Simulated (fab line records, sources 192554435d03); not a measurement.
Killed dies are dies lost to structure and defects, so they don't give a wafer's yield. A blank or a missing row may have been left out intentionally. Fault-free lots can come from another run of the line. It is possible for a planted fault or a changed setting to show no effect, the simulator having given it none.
2 desks looking at one fault + flow n5-finfet + each desk has only its own numbers; what lay behind them comes last

== METROLOGY DESK ==
What the gauges read for every lot (on any tool): the sampled wafers with a number, averaged. Marked OUT: a lot whose mean sits more than 4 standard deviations from the usual mean, which makes it out of limits; the brackets give that distance. 7 of its 10 readings are shown, namely those furthest out on some lot.
Columns: A = DIBL_P at N5_BEOL_M4_RC_MEAS_101, usual 36.2 mV/V; B = IOFF_N at N5_BEOL_M4_RC_MEAS_101, usual 0.16 nA/um; C = IOFF_P at N5_BEOL_M4_RC_MEAS_101, usual 0.21 nA/um; D = ION_P at N5_BEOL_M4_RC_MEAS_101, usual 461 uA/um; E = SS_N at N5_BEOL_M4_RC_MEAS_101, usual 71.5 mV/dec; F = SS_P at N5_BEOL_M4_RC_MEAS_101, usual 73.4 mV/dec; G = VT_P at N5_BEOL_M4_RC_MEAS_101, usual -250 mV
| lot  | first seen here | A    | B    | C    | D   | E    | F    | G    |
|------|-----------------|------|------|------|-----|------|------|------|
| L245 | day 10 06:32    | 35.7 | 0.16 | 0.20 | 456 | 71.3 | 73.9 | -254 |
| L246 | day 10 17:31    | 35.4 | 0.14 | 0.21 | 459 | 71.1 | 72.9 | -250 |
| L248 | day 11 12:21    | 34.2 | 0.13 | 0.17 | 453 | 71.2 | 72.3 | -254 |
| L259 | day 13 20:20    | 36.5 | 0.16 | 0.23 | 462 | 71.8 | 73.5 | -249 |
This desk's verdict: no lot among the 4 shows anything out of limits.

== DESK OF THE TOOL OWNER: ald-sin-01 ==
The tool's own readings at N5_FIN_SAQP_ALD_61 (deposits SiO2, target thk 4 nm, pulse time 1 s, purge time 2 s): means of the sampled wafers that have a number, for each lot that ran on this tool. Marked OUT: a lot whose mean sits more than 4 standard deviations from the usual mean, which makes it out of limits; the brackets give that distance.
Columns: A = heater-power-w at N5_FIN_SAQP_ALD_61, usual 484 W; B = precursor-pulse-height-rel at N5_FIN_SAQP_ALD_61, usual 1.003; C = susceptor-temp-C at N5_FIN_SAQP_ALD_61, usual 300.00 C
| lot  | first seen here | A   | B     | C                        |
|------|-----------------|-----|-------|--------------------------|
| L245 | day 3 20:28     | 478 | 0.993 | 300.02                   |
| L246 | day 4 03:06     | 358 | 1.013 | 263.30 (-99 or more) OUT |
| L248 | day 4 15:02     | 368 | 0.985 | 263.24 (-99 or more) OUT |
This desk's verdict: out of limits on L246, L248, starting with L246 at day 4 03:06 (susceptor-temp-C at N5_FIN_SAQP_ALD_61). In limits: L245.

== ALL TOGETHER ==
The tool owner's desk had the chance to raise an alarm at day 4 03:06 on L246, L248.
Metrology desk: nothing out of limits seen.
The metrology desk holds a record of L246, L248, inside its limits.
The lots listed all ran N5_FIN_SAQP_ALD_61 on ald-sin-01.

== WHAT THE SIMULATOR HAD INSERTED ==
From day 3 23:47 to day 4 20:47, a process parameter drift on ald-sin-01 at N5_FIN_SAQP_ALD_61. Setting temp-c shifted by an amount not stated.
Shown lots that were struck: L246, L248.
Delay in hours, fault start to first out-of-limits reading, by desk: the tool owner's desk at 3.
